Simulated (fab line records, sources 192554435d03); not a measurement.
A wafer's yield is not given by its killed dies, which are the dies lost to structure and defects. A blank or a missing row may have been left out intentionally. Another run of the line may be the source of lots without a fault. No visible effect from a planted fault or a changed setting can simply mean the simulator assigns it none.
Matching of chambers    flow n5-finfet    N5_BEOL_M7_CMP_52 on cmp-02: 4 sister chambers
The step polishes, stops on SiCOH lowk, t overpolish 6.9 s, target thk 80 nm. 8 wafers are shown with their chamber, then 7 later ones without.

## WAFERS WITH THEIR CHAMBER
wafer   chamber  motor-current-A (A)  edge-zone-pressure-frac
L491.5  2        6.1                  1.000
L492.2  2        6.2                  1.001
L505.2  3        6.2                  1.003
L507.1  0        6.3                  1.011
L507.3  1        5.9                  0.996
L507.6  3        6.3                  1.001
L508.2  1        6.0                  0.999
L508.5  0        6.0                  0.994

## WAFERS MISSING THEIR CHAMBER
wafer   motor-current-A (A)  edge-zone-pressure-frac
L508.6  5.6                  0.998
L511.2  6.3                  0.995
L511.5  5.7                  0.994
L511.6  5.8                  1.000
L514.2  6.0                  1.004
L514.3  5.9                  0.990
L514.5  6.4                  0.998

## THE CHAMBER EACH PASSED THROUGH
wafer   from the rows above                in truth
L508.6  can't be placed: 1 or 2 or 0       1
L511.2  can't be placed: 3 or 2 or 0 or 1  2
L511.5  can't be placed: 1 or 2 or 0       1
L511.6  can't be placed: 1 or 2 or 0       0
L514.2  can't be placed: 1 or 0 or 2 or 3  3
L514.3  can't be placed: 1 or 2 or 0       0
L514.5  can't be placed: 3 or 2 or 0       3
0 of 7 placed correctly. These rows do not allow placing 7 (true chamber among the candidates in 7). 0 placed wrongly.
How it was worked out, from the rows above alone: a wafer's distance from a chamber is the root of the sum, over the readings, of the square of ((its reading less the chamber's mean) divided by the reading's scatter). The wafer belongs to the nearest chamber; if the next one is less than 2 further off, it can't be placed. Each chamber's mean is taken over the wafers shown for it. The scatter is the square root of a quotient: the sum, over the shown wafers, of each reading's squared deviation from its chamber's mean, divided by wafers minus chambers.
